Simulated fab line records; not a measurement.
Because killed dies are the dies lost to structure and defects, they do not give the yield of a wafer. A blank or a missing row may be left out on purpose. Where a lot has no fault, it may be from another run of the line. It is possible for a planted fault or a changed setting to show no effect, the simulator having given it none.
Split-lot experiment    flow n5 finfet    route with 1938 steps; 7 lots, 21 wafers read

ON THE SPLIT
At N5_BEOL_M15_COAT_04 (resist thk 800 nm), the setting spin rpm was moved away from the recipe's 1704 rpm on 5 of the 21 wafers read, by -10.7% to +3.7%. All remaining wafers had this setting at the recipe value.

FROM THE SPLIT TO THE READING: what the file shows between them, 1 step
- N5_BEOL_M15_ETCH_59: etches BARC in N2/H2, target depth 89 nm, overetch 26.7 nm, time 67.9 s (also split here: time s)

THE READING
coat_of_BEOL_M15_COAT_04.thk nm (the simulator's own value, which no gauge read), in nm, at N5_BEOL_M15_VIA_ETCH_16 (etches SiO2 in C4F8/O2/Ar, target depth 1792.2 nm). The file does not state a usual value for it. Here, 16 wafers ran the recipe; their average is 332.3 nm with a standard deviation of 7 nm.

wafer   tool, chamber at the split  spin rpm as run, rpm  against the recipe  coat_of_BEOL_M15_COAT_04.thk nm, nm  against lot-mates on the recipe
L077.3  litho track-04, 0           1650                  -3.2%               352.2                                +23.4
L077.5  litho track-04, 0           1704                  recipe              328.8                                -
L077.6  litho track-04, 0           1650                  -3.2%               347.6                                +18.8
L076.3  litho track-01, 0           1704                  recipe              339.6                                -
L076.4  litho track-01, 0           1704                  recipe              327.6                                -
L076.6  litho track-01, 0           1704                  recipe              335.6                                -
L078.4  litho track-02, 0           1704                  recipe              328                                  -
L078.5  litho track-02, 0           1704                  recipe              327.6                                -
L078.6  litho track-02, 0           1704                  recipe              330.2                                -
L083.3  litho track-02, 0           1704                  recipe              342.8                                -
L083.5  litho track-02, 0           1704                  recipe              328.2                                -
L083.6  litho track-02, 0           1521                  -10.7%              376.6                                +41.1
L090.3  litho track-04, 0           1704                  recipe              317.4                                -
L090.4  litho track-04, 0           1704                  recipe              323.8                                -
L090.6  litho track-04, 0           1704                  recipe              330.2                                -
L094.2  litho track-02, 0           1704                  recipe              340.6                                -
L094.3  litho track-02, 0           1704                  recipe              342.6                                -
L094.4  litho track-02, 0           1767                  +3.7%               316.2                                -25.4
L082.2  litho track-01, 0           1569                  -7.9%               366.8                                +29.7
L082.4  litho track-01, 0           1704                  recipe              337.8                                -
L082.6  litho track-01, 0           1704                  recipe              336.4                                -

FIT RESULTS
A straight line over all 21 wafers: coat_of_BEOL_M15_COAT_04.thk nm changes by -4.31 nm for each +1% of spin rpm; r = -0.90; the points scatter about the line by 6.6 nm.
The same after taking each lot's own level away (the mean of its wafers on the recipe; 21 wafers): -4.29 nm for each +1%; r = -0.93; scatter 5.3 nm.
According to that fit, moving spin rpm by its largest amount changes the reading by 46 nm.
The span of the lots' own levels, 323.80 to 341.60 nm, comes to 2.5 times the standard deviation stated above.
The two slopes agree, so the slope changes little with the lot-to-lot level.
Check: +51.5 nm against its lot-mates is what the line predicts for one of the wafers moved furthest among these (-10.7%) when that wafer is left out of the fit. It came out at +41.1 nm against them.

OTHER SPLITS ON THESE WAFERS
Other splits were also applied to these wafers ahead of the reading. Each is held against what the fit with the lots' levels taken away leaves over:
other split on the same wafers  wafers away from the commonest value  r with coat_of_BEOL_M15_COAT_04.thk nm (lot level and that fit taken away)
N5_BEOL_M13_ETCH_59 time s      6                                     -0.14
N5_BEOL_M15_ETCH_59 time s      5                                     -0.29

THE WHOLE CHAIN: every reading that the file lists as answering this split, in the file's order
step                     what it does                                                             reading                                                                           change (the file's fit)               r (the file's)
N5_BEOL_M15_COAT_04      resist thk 800 nm                                                        coat_of_BEOL_M15_COAT_04.thk nm (the simulator's own value, which no gauge read)  -4.29 nm for each +1% of the setting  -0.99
N5_BEOL_M15_ETCH_59      etches BARC in N2/H2, target depth 89 nm, overetch 26.7 nm, time 67.9 s  coat_of_BEOL_M15_COAT_04.thk nm (the simulator's own value, which no gauge read)  -4.1 nm for each +1% of the setting   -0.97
N5_BEOL_M15_VIA_ETCH_16  etches SiO2 in C4F8/O2/Ar, target depth 1792.2 nm                        coat_of_BEOL_M15_COAT_04.thk nm (the simulator's own value, which no gauge read)  -4.15 nm for each +1% of the setting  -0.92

FILE'S OWN FIT
coat_of_BEOL_M15_COAT_04.thk nm changes by -4.15 nm for each +1% of spin rpm, r = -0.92.
